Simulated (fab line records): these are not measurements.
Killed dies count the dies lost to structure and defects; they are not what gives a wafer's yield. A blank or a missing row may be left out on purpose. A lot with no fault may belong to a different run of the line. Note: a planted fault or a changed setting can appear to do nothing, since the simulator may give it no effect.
fab line records	flow nand_harc
record: lots: 6	wafers: 18	last_day: 24
route steps=1159 shown A_CHANNEL_HOLE_D1@483 A_CHANNEL_FILL_D1@490 END@1159
lots with no fault: from the same line, run without faults
start_h: hours from the record's opening day to when the first of the lot's shown wafers began	wait_h: hours elapsed since this lot's preceding step	" repeats the value in the row above	L1.1+2: a single row standing in for several wafers	- value missing, or start not given	* or withheld: withheld	< > ~ a bound
route shown NAME@n: a module of which the file shows steps, and the number in the route of the first	usual: average and standard deviation across the fault-free wafers	same: alike in all rows	chamber/n: place in a boat	sites: readings site by site	_std_site: standard deviation of those values	_edge_site: inner sites' mean taken away from outer sites' mean	radius_mm: how far each site lies from the wafer's centre	mask NAME#n: copy n	behind: the tool/chamber that last shaped the wafer	hold: the reason the lot was held/the length of the hold in hours/how it ended	device: names the non-switching transistor (n, p or np)	end of line: the tests these same wafers got at the end of their route	a step without rows: its recipe alone	killed: count of dies lost to structure and defects at first sort (not the wafer's yield)	map: a wafer's dies, x killed, . not, _ none there
set.NAME: the setting the step ran with; set.NAME@STEP: the setting that earlier step ran with	model.NAME: the simulator's own value behind a step, which no gauge read
lots at some steps of the route; a table a step, a row a wafer
services: a tool's chamber out of use, with start hour (start_h, from the record's first day; less than 0 if before it), hours out, and reason
== steps ==
step: NHARC_A_CHANNEL_HOLE_D1_ETCH_44
recipe: target_depth_a: 1400	overetch_a: 140	time_s: 77	ion_energy_ev: 100	cf4_flow_sccm: 80	o2_flow_sccm: 20	ar_flow_sccm: 0	rf_w: 300	bias_w: 100	chemistry: CF4/O2
usual: drypump_motor_current_A: 5.8/0.31	mfc_ar_sccm: 0.005/0.009	o2_flow_sccm: 20.00/0.067	oes_product_au: 1.007/0.013	rf_fwd_power_W: 297.8/1.2	rf_vpp_V: 198.3/1.2	showerhead_plenum_p_Torr: 1.36/0.057	throttle_valve_pct: 13.398/0.0092
same: time_s: 77
lot.wafer	tool	chamber	start_h	wait_h	drypump_motor_current_A	mfc_ar_sccm	o2_flow_sccm	oes_product_au	rf_fwd_power_W	rf_hours_counter_h	rf_vpp_V	showerhead_plenum_p_Torr	throttle_valve_pct
L258.2	rie_diel-11	2	165.67	0.1	5.8	0	19.96	0.999	296.9	14	198.6	1.36	13.416
L258.4	"	1	"	"	6.0	0	20.05	0.978	294.1	14	198.6	1.37	13.395
L258.6	"	3	"	"	5.8	0	20.03	0.994	296.2	-	198.2	1.38	13.400
L263.1	rie_diel-13	0	212.39	0.1	6.2	0	20.05	0.976	299.7	8	199.7	1.42	13.388
L263.2	"	2	"	"	5.5	0.001	19.94	1.018	298.4	6	199.4	1.38	13.395
L263.5	"	0	"	"	6.2	0	20.02	0.994	297.5	-	199.5	1.42	13.408
L266.4	rie_diel-13	2	220.85	0.1	5.5	0.001	19.93	1.028	298.4	6	199.4	1.38	13.401
L266.1	"	3	"	"	5.8	0.026	20.09	1.013	299.1	9	195.7	1.24	13.396
L266.3	"	0	"	"	6.2	0	19.97	0.995	299.6	9	198.4	1.42	13.402
L276.3	rie_diel-13	0	286.37	0.1	6.3	0	20.07	1.001	300.9	0	199.4	1.42	13.404
L276.1	"	1	"	"	5.3	0.005	19.98	1.007	298.5	0	199.8	1.39	13.400
L276.2	"	3	"	"	5.9	0.026	19.71	1.018	299.7	0	195.9	1.24	13.399
L275.1	rie_diel-11	1	290.57	0.1	5.9	0	20.10	1.019	295.5	6	198.3	1.37	13.397
L275.3	"	2	"	"	5.8	0	20.15	1.013	296.9	6	198.9	1.36	13.405
L275.6	"	0	"	"	5.6	0.007	20.00	1.004	298.5	-	196.6	1.29	13.406
L280.2	rie_diel-13	3	320.93	0.1	5.8	0.026	20.04	1.004	298.4	3	196.5	1.24	13.404
L280.3	"	1	"	"	5.4	0.005	19.96	1.001	296.4	2	198.8	1.39	13.396
L280.5	"	2	"	"	5.6	0.001	19.91	1.009	299.3	-	198.0	1.37	13.398
step: NHARC_A_CHANNEL_HOLE_D1_STRIP_27
recipe: o2_flow_sccm: 500	ar_flow_sccm: 0	bias_w: 0	chemistry: O2
usual: drypump_motor_current_A: 5.82/0.3	mfc_ar_sccm: 0.006/0.0099	o2_flow_sccm: 500.1/1.4	oes_product_au: 1.008/0.012	rf_vpp_V: 58.0/0.98	showerhead_plenum_p_Torr: 3.58/0.15	throttle_valve_pct: 17.037/0.0096
lot.wafer	tool	chamber	start_h	wait_h	drypump_motor_current_A	mfc_ar_sccm	o2_flow_sccm	oes_product_au	rf_hours_counter_h	rf_vpp_V	showerhead_plenum_p_Torr	throttle_valve_pct
L258.4	rie_diel-11	3	-	-	5.79	0	498.9	1.014	13	59.0	3.64	17.035
L258.2	"	0	"	"	5.60	0.007	503.2	0.986	13	57.0	3.42	17.034
L258.6	"	2	"	"	5.84	0	502.5	0.992	-	57.6	3.59	17.042
L263.2	rie_diel-13	3	-	-	5.81	0.026	498.2	1.000	8	57.0	3.30	17.042
L263.1	"	0	"	"	6.25	0	501.5	0.994	8	59.2	3.75	17.043
L263.5	"	2	"	"	5.56	0.001	501.4	1.014	-	58.8	3.63	17.049
L266.1	rie_diel-13	0	-	-	6.25	0	499.5	0.991	9	57.9	3.75	17.026
L266.3	"	1	"	"	5.38	0.005	501.7	1.016	9	59.7	3.66	17.032
L266.4	"	3	"	"	5.84	0.026	498.8	1.018	9	56.8	3.30	17.040
L276.1	rie_diel-13	3	-	-	5.85	0.026	498.0	1.012	0	57.6	3.30	17.035
L276.2	"	1	"	"	5.41	0.005	500.6	1.009	0	59.1	3.66	17.047
L276.3	"	2	"	"	5.57	0.001	500.6	1.020	0	58.2	3.63	17.032
L275.1	rie_diel-11	2	-	-	5.82	0	500.6	1.010	7	57.4	3.58	17.035
L275.3	"	3	"	"	5.74	0	501.9	1.001	6	60.4	3.64	17.040
L275.6	"	2	"	"	5.85	0	497.3	1.017	-	57.2	3.58	17.023
L280.2	rie_diel-13	0	-	-	6.22	0	499.2	0.998	3	59.9	3.74	17.040
L280.3	"	2	"	"	5.58	0.001	498.7	1.026	3	57.7	3.63	17.038
L280.5	"	0	"	"	6.25	0	503.4	1.001	-	57.5	3.74	17.024
step: NHARC_A_CHANNEL_HOLE_D1_PRECLEAN_28
recipe: time_s: *	temp_c: 50	bath_age_min: 0	chemistry: SC1
step: NHARC_A_CHANNEL_HOLE_D1_SRD_29
step: NHARC_A_CHANNEL_HOLE_D1_CD_MEAS_30
usual: cd_nm: 90.2/1.8
lot.wafer	tool	chamber	start_h	wait_h	cd_nm
L258.2	cd_sem-02	-	166.47	-	94.2
L258.4	"	-	"	"	89.8
L258.6	"	-	"	"	87.3
L263.1	cd_sem-01	-	213.19	-	90.3
L263.2	"	-	"	"	88.1
L263.5	"	-	"	"	88.6
L266.1	cd_sem-03	-	221.65	-	90.1
L266.3	"	-	"	"	88.1
L266.4	"	-	"	"	89.7
L276.1	cd_sem-03	-	287.17	-	88.1
L276.2	"	-	"	"	91.3
L276.3	"	-	"	"	90.1
L275.1	cd_sem-01	-	291.41	0.1	89.6
L275.3	"	-	"	"	94.2
L275.6	"	-	"	"	89.3
L280.2	cd_sem-01	-	321.72	-	90.4
L280.3	"	-	"	"	88.8
L280.5	"	-	"	"	91.2
step: NHARC_A_CHANNEL_HOLE_D1_XSEM_31
recipe: landing_energy_ev: 35000
step: NHARC_A_CHANNEL_HOLE_D1_INSPECT_40
usual: raw_defect_count: 59/16
lot.wafer	tool	chamber	start_h	wait_h	raw_defect_count
L258.2	defect_inspect-01	-	166.66	-	63
L258.4	"	-	"	"	38
L258.6	"	-	"	"	36
L263.1	defect_inspect-02	-	213.37	-	78
L263.2	"	-	"	"	35
L263.5	"	-	"	"	59
L266.1	defect_inspect-02	-	221.83	-	55
L266.3	"	-	"	"	80
L266.4	"	-	"	"	56
L276.1	defect_inspect-01	-	287.37	-	71
L276.2	"	-	"	"	63
L276.3	"	-	"	"	77
L275.1	defect_inspect-02	-	291.60	-	46
L275.3	"	-	"	"	58
L275.6	"	-	"	"	49
L280.2	defect_inspect-01	-	321.90	-	44
L280.3	"	-	"	"	52
L280.5	"	-	"	"	50
step: NHARC_A_CHANNEL_FILL_D1_PRECLEAN_00
recipe: time_s: *	temp_c: 50	bath_age_min: 0	chemistry: SC1
step: NHARC_A_CHANNEL_FILL_D1_SRD_01
step: NHARC_A_CHANNEL_FILL_D1_ALD_02
recipe: target_thk_a: 60	pulse_time_s: 10	ald_cycles: 60	temp_c: 300	material: SiO2
step: NHARC_A_CHANNEL_FILL_D1_ALD_03
recipe: target_thk_a: 60	pulse_time_s: 60	ald_cycles: 58	temp_c: 630	pressure_torr: 2	material: SiNx
usual: ald_cycles: 58/0	chamber_pressure_Torr: 1.999/0.004	precursor_pulse_height_rel: 1.001/0.021
lot.wafer	tool	chamber	start_h	wait_h	ald_cycles	chamber_pressure_Torr	precursor_pulse_height_rel
L258.2	ald_sin_batch-02	0	-	-	58	1.998	0.960
L258.4	"	0	"	"	58	2.003	1.009
L258.6	"	0	"	"	58	2.003	1.029
L263.1	ald_sin_batch-02	0	-	-	58	2.003	1.013
L263.2	"	0	"	"	58	2.001	0.986
L263.5	"	0	"	"	58	1.997	1.016
L266.1	ald_sin_batch-02	0	-	-	58	2.005	1.007
L266.3	"	0	"	"	58	2.003	1.004
L266.4	"	0	"	"	58	2.007	1.011
L276.1	ald_sin_batch-02	0	-	-	58	2.001	1.006
L276.2	"	0	"	"	58	1.998	0.997
L276.3	"	0	"	"	58	1.999	1.026
L275.1	ald_sin_batch-01	0	-	-	58	1.992	0.986
L275.3	"	0	"	"	58	1.999	0.990
L275.6	"	0	"	"	58	1.993	1.035
L280.2	ald_sin_batch-01	0	-	-	58	2.002	1.007
L280.3	"	0	"	"	58	1.999	1.009
L280.5	"	0	"	"	58	1.996	1.032
step: NHARC_A_CHANNEL_FILL_D1_ALD_14
recipe: target_thk_a: 25	pulse_time_s: 10	ald_cycles: 25	temp_c: 300	material: SiO2
usual: ald_cycles: 25/0	heater_power_w: 469/71	precursor_pulse_height_rel: 0.999/0.019
lot.wafer	tool	chamber	start_h	wait_h	ald_cycles	heater_power_w	precursor_pulse_height_rel
L258.2	ald_hk-03	0	173.55	0.1	25	430	1.023
L258.4	"	1	"	"	25	499	1.003
L258.6	"	2	"	"	25	436	0.972
L263.1	ald_hk-02	3	220.69	0.1	25	427	1.020
L263.2	"	0	"	"	25	549	0.995
L263.5	"	2	"	"	25	415	0.983
L266.1	ald_hk-04	0	229.51	0.5	25	457	0.985
L266.4	"	1	"	"	25	404	0.981
L266.3	"	2	"	"	25	382	0.991
L276.3	ald_hk-04	3	295.46	0.8	25	559	0.984
L276.2	"	0	"	"	25	463	1.010
L276.1	"	1	"	"	25	401	0.971
L275.3	ald_hk-02	2	301.43	0.0	25	443	1.010
L275.1	"	3	"	"	25	393	1.008
L275.6	"	3	"	"	25	399	1.002
L280.2	ald_hk-04	1	331.14	2.0	25	403	1.033
L280.3	"	2	"	"	25	381	0.989
L280.5	"	1	"	"	25	407	0.977
step: NHARC_A_CHANNEL_FILL_D1_ALD_15
recipe: target_thk_a: 20	pulse_time_s: 60	ald_cycles: 19	temp_c: 630	pressure_torr: 2	material: SiNx
usual: ald_cycles: 19/0	chamber_pressure_Torr: 2.000/0.0048	precursor_pulse_height_rel: 1.000/0.02
lot.wafer	tool	chamber	start_h	wait_h	ald_cycles	chamber_pressure_Torr	precursor_pulse_height_rel
L258.2	ald_sin_batch-01	0	176.60	-	19	1.994	1.001
L258.4	"	0	"	"	19	2.002	1.000
L258.6	"	0	"	"	19	1.996	1.037
L263.1	ald_sin_batch-01	0	223.73	-	28	2.004	0.997
L263.2	"	0	"	"	28	2.002	0.977
L263.5	"	0	"	"	28	2.001	1.013
L266.1	ald_sin_batch-01	0	232.63	-	28	2.000	0.988
L266.3	"	0	"	"	28	2.002	0.989
L266.4	"	0	"	"	28	1.988	0.948
L276.1	ald_sin_batch-02	0	298.37	-	19	1.999	0.978
L276.2	"	0	"	"	19	1.998	0.965
L276.3	"	0	"	"	19	1.997	1.024
L275.1	ald_sin_batch-02	0	304.55	-	19	2.005	0.997
L275.3	"	0	"	"	19	2.007	0.972
L275.6	"	0	"	"	19	2.003	0.969
L280.2	ald_sin_batch-01	0	333.45	-	19	1.998	0.998
L280.3	"	0	"	"	19	1.999	1.008
L280.5	"	0	"	"	19	1.998	1.003
step: NHARC_A_CHANNEL_FILL_D1_ALD_16
recipe: target_thk_a: 15	pulse_time_s: 10	ald_cycles: 15	temp_c: 300	material: SiO2
usual: ald_cycles: 15/0	heater_power_w: 462/71	precursor_pulse_height_rel: 1.003/0.02
lot.wafer	tool	chamber	start_h	wait_h	ald_cycles	heater_power_w	precursor_pulse_height_rel
L258.4	ald_hk-02	3	178.80	0.2	15	424	1.010
L258.2	"	2	"	"	15	399	1.026
L258.6	"	0	"	"	15	543	0.987
L263.1	ald_hk-04	2	225.82	0.1	15	388	0.994
L263.2	"	0	"	"	15	454	1.031
L263.5	"	2	"	"	15	388	1.006
L266.3	ald_hk-04	0	234.69	0.0	15	447	1.034
L266.4	"	1	"	"	15	395	0.987
L266.1	"	2	"	"	15	370	0.985
L276.1	ald_hk-02	2	300.42	0.0	15	420	0.978
L276.2	"	3	"	"	15	392	0.993
L276.3	"	1	"	"	15	490	0.974
L275.3	ald_hk-04	3	306.63	0.0	15	558	0.988
L275.1	"	0	"	"	15	452	1.011
L275.6	"	0	"	"	15	465	1.033
L280.2	ald_hk-02	1	335.68	0.2	15	496	0.977
L280.3	"	3	"	"	15	406	1.000
L280.5	"	1	"	"	15	488	1.002
step: NHARC_END_SORT_01
recipe: temp_c: 25
usual: killed_at_array: 28/11	killed_at_other: 0.5/0.87	killed_at_periphery: 2.9/2.2	killed_dies: 32/11	killed_open: 3.2/1.9	killed_short: 1.8/1.4
same: gross_dies: 677
lot.wafer	tool	chamber	start_h	wait_h	killed_at_array	killed_at_other	killed_at_periphery	killed_dies	killed_open	killed_short
L266.1	prober-02	0	475.54	2.5	22	1	3	26	4	3
L266.3	prober-02	0	477.13	3.1	26	0	3	29	4	4
L266.4	prober-02	0	477.93	3.4	26	0	0	26	1	1
L263.1	prober-01	0	483.47	2.5	26	0	4	30	0	5
L263.2	prober-01	0	484.28	2.8	19	0	3	22	3	4
L263.5	prober-01	0	486.71	3.7	19	1	1	21	5	2
L276.1	prober-01	0	542.97	2.5	23	0	5	28	2	2
killed by level:class
L266.1 A_CONTACT:chamber_film_flake=7 A_SLIT:chamber_film_flake=6 A_STAIRCASE:chamber_film_flake=3 P_CONTACT:geometric_particle:short=2 A_CONTACT:geometric_particle:open=2 A_CHANNEL_HOLE_D1:chamber_film_flake=2 P_CONTACT:geometric_particle:open=1 A_ONON_D1:geometric_particle:open=1
L266.3 A_SLIT:chamber_film_flake=10 A_CHANNEL_HOLE_D1:chamber_film_flake=3 A_STAIRCASE:chamber_film_flake=3 A_CONTACT:chamber_film_flake=3 P_CONTACT:geometric_particle:open=1 A_ONON_D1:geometric_particle:open=1 A_CHANNEL_FILL_D1:geometric_particle:short=1 A_SGD_CUT:geometric_particle:short=1
L266.4 A_SLIT:chamber_film_flake=12 A_CHANNEL_HOLE_D1:chamber_film_flake=4 A_CONTACT:chamber_film_flake=4 A_STAIRCASE:chamber_film_flake=3 A_ONON_D1:geometric_particle:short=1 A_M0:geometric_particle:open=1 A_BLC:chamber_film_flake=1
L263.1 A_SLIT:chamber_film_flake=16 A_CONTACT:chamber_film_flake=3 A_ONON_D1:geometric_particle:short=2 A_CHANNEL_HOLE_D1:chamber_film_flake=2 P_CONTACT:geometric_particle:short=1 A_CHANNEL_FILL_D1:geometric_particle:short=1 A_SGD_CUT:geometric_particle:short=1 P_ZERO_WELL:chamber_film_flake=1
L263.2 A_SLIT:chamber_film_flake=6 A_CHANNEL_HOLE_D1:chamber_film_flake=3 A_STAIRCASE:chamber_film_flake=2 A_CONTACT:chamber_film_flake=2 A_BLC:chamber_film_flake=2 P_STI:geometric_particle:short=1 P_GATE:geometric_particle:short=1 P_CONTACT:geometric_particle:open=1
L263.5 A_SLIT:chamber_film_flake=7 A_CHANNEL_HOLE_D1:chamber_film_flake=3 A_ONON_D1:geometric_particle:open=2 P_GATE:geometric_particle:open=1 A_STAIRCASE:geometric_particle:short=1 A_STAIRCASE:geometric_particle:open=1 A_SGD_CUT:geometric_particle:short=1 A_M0:geometric_particle:open=1
L276.1 A_CHANNEL_HOLE_D1:chamber_film_flake=11 A_STAIRCASE:chamber_film_flake=5 A_CONTACT:chamber_film_flake=4 P_GATE:chamber_film_flake=2 P_M1:geometric_particle:open=1 A_SOURCE_PLATE:geometric_particle:open=1 A_CHANNEL_HOLE_D1:geometric_particle:short=1 A_CONTACT:geometric_particle:short=1
== services ==
tool	chamber	start_h	hours	kind
ald_hk-03	-	144.40	10.0	pm
rie_diel-13	0	157.00	-	clean
rie_diel-13	1	157.00	-	clean
rie_diel-13	2	157.00	-	clean
rie_diel-13	3	157.00	-	clean
rie_diel-13	0	181.50	-	clean
rie_diel-13	1	181.50	-	clean
rie_diel-13	2	181.50	-	clean
rie_diel-13	3	181.50	-	clean
rie_diel-11	2	186.98	3.6	repair
ald_hk-04	-	187.58	10.0	pm
rie_diel-11	-	189.56	9.0	pm
ald_sin_batch-01	-	199.12	11.8	repair
rie_diel-13	0	206.00	-	clean
rie_diel-13	1	206.00	-	clean
rie_diel-13	2	206.00	-	clean
rie_diel-13	3	206.00	-	clean
rie_diel-11	3	208.10	6.4	repair
rie_diel-13	1	223.23	23.2	repair
rie_diel-13	0	230.66	-	clean
rie_diel-13	2	230.66	-	clean
rie_diel-13	3	230.66	-	clean
rie_diel-13	0	255.16	-	clean
rie_diel-13	-	276.00	9.0	pm
== key ==
first_sign: step: NHARC_A_CHANNEL_FILL_D1_ALD_15	reading: ald_cycles	direction: up	sigmas: 99+	usual: 19	struck: 28
effect none on later readings
met_at NHARC_A_CHANNEL_FILL_D1_ALD_15
struck_wafers L263.1,L263.2,L263.5,L266.1,L266.3,L266.4
tester_left_out L263,L266
onset_between 176.60 223.73
fault: kind: process_parameter_drift	tool: ald_sin_batch-01	chamber: -	onset_h: 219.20	steps: NHARC_A_CHANNEL_FILL_D1_ALD_15	channel: ald_cycles	offset: 9	shape: step	end_h: 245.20	acts_in: these_recipes_only	stated: 19
tester_left_out: of these lots the tester's yield and bins aren't shown, on N5 and GAA mostly nor the transistor test; their killed dies are dies lost to structure and defects alone, not to doping, threshold or leakage, so they don't give the yield
